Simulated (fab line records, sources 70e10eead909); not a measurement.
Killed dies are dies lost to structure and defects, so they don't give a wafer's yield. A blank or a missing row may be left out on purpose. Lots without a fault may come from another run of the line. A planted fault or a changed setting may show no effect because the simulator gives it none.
Which tool did it? | flow nand_harc | 13 lots, 38 wafers sampled, at 3 steps of a route of 1302

WHAT THE GAUGES READ, wafer by wafer
NHARC_P_M1_INSPECT_27.
lot  | measured     | on                | raw_defect_count
L398 | day 6 04:41  | defect_inspect-01 | 165 261 127
L399 | day 6 17:31  | defect_inspect-01 | 131 332 129
L402 | day 8 00:33  | defect_inspect-01 | 354 356 374
L403 | day 8 10:08  | defect_inspect-01 | 628 257 435
L404 | day 9 00:12  | defect_inspect-02 | 317 283 271
L406 | day 9 22:38  | defect_inspect-01 | 225 156 237
L407 | day 10 10:41 | defect_inspect-02 | 328 291 281
L408 | day 10 19:09 | defect_inspect-01 | 382 285 645
L410 | day 11 10:14 | defect_inspect-01 | 395 615 411
L415 | day 13 09:47 | defect_inspect-01 | 204 357
L417 | day 14 12:37 | defect_inspect-02 | 183 314 276
L420 | day 15 17:56 | defect_inspect-02 | 284 494 221
L421 | day 16 02:29 | defect_inspect-02 | 342 312 217

NHARC_P_M2_INSPECT_11.
lot  | measured     | on                | raw_defect_count
L398 | day 6 06:13  | defect_inspect-01 | 6 7 2
L399 | day 6 19:01  | defect_inspect-01 | 4 5 1
L402 | day 8 02:04  | defect_inspect-02 | 3 2 3
L403 | day 8 11:40  | defect_inspect-01 | 3 3 3
L404 | day 9 01:53  | defect_inspect-01 | 8 4 2
L406 | day 10 00:09 | defect_inspect-01 | 4 6 3
L407 | day 10 12:20 | defect_inspect-01 | 7 12 8
L408 | day 10 20:32 | defect_inspect-02 | 4 11 4
L410 | day 11 11:44 | defect_inspect-01 | 2 8 1
L415 | day 13 11:11 | defect_inspect-01 | 3 6
L417 | day 14 14:20 | defect_inspect-01 | 10 4 3
L420 | day 15 19:20 | defect_inspect-01 | 8 4 5
L421 | day 16 04:00 | defect_inspect-02 | 3 1 4

WHICH TOOL RAN EACH LOT (tool, then ch and the chambers of the sampled wafers, then the start)
lot  | NHARC_P_M1_PRE_CLEAN_30
L398 | pvd_sputter-03, day 6 04:41 or earlier
L399 | pvd_sputter-01, day 6 17:31 or earlier
L402 | pvd_sputter-01, day 8 00:33 or earlier
L403 | pvd_sputter-01, day 8 10:08 or earlier
L404 | pvd_sputter-03, day 9 00:12 or earlier
L406 | pvd_sputter-01, day 9 22:38 or earlier
L407 | pvd_sputter-01, day 10 10:41 or earlier
L408 | pvd_sputter-02, day 10 19:09 or earlier
L410 | pvd_sputter-03, day 11 10:14 or earlier
L415 | pvd_sputter-02, day 13 09:47 or earlier
L417 | pvd_sputter-01, day 14 12:37 or earlier
L420 | pvd_sputter-02, day 15 17:56 or earlier
L421 | pvd_sputter-01, day 16 02:29 or earlier
- NHARC_P_M1_PRE_CLEAN_30: time 30 s.

WHAT THE TOOLS THEMSELVES READ (means of the sampled wafers that have a number; where no wafer has one, the mark that the record gives instead)
NHARC_P_M1_PRE_CLEAN_30.
lot  | tool           | heater_power_w (W)
L398 | pvd_sputter-03 | 387
L399 | pvd_sputter-01 | 378
L402 | pvd_sputter-01 | 377
L403 | pvd_sputter-01 | 390
L404 | pvd_sputter-03 | 384
L406 | pvd_sputter-01 | 361
L407 | pvd_sputter-01 | 380
L408 | pvd_sputter-02 | 428
L410 | pvd_sputter-03 | 365
L415 | pvd_sputter-02 | 428
L417 | pvd_sputter-01 | 383
L420 | pvd_sputter-02 | 405
L421 | pvd_sputter-01 | 358

THE ANSWER, worked out from the rows above alone
Rule: what is usual is taken from the lots themselves. Put in order of their means at a reading, lots are off if they are a third of the lots or fewer, leave a main group of 4 or more, and stand apart from it by a gap of 3 or more times the standard deviation of the main group's means; of several such gaps the widest counts. A main group whose means are all the same, to the digits that the tables above print for the reading, isn't used. A lot without any number at a reading at which 4 lots or more have one is off too. The other lots that the step has rows for count as sound. The gauges are gone through in route order, then the tools' own readings, and for those a lot's mean is taken as printed above. The first step at which some lot is off is used, and at that step the reading that is off furthest; a lot without a number counts as furthest.
No lot is off at any reading shown: from this, nothing can be told.

WHAT THE SIMULATOR HAD PUT IN
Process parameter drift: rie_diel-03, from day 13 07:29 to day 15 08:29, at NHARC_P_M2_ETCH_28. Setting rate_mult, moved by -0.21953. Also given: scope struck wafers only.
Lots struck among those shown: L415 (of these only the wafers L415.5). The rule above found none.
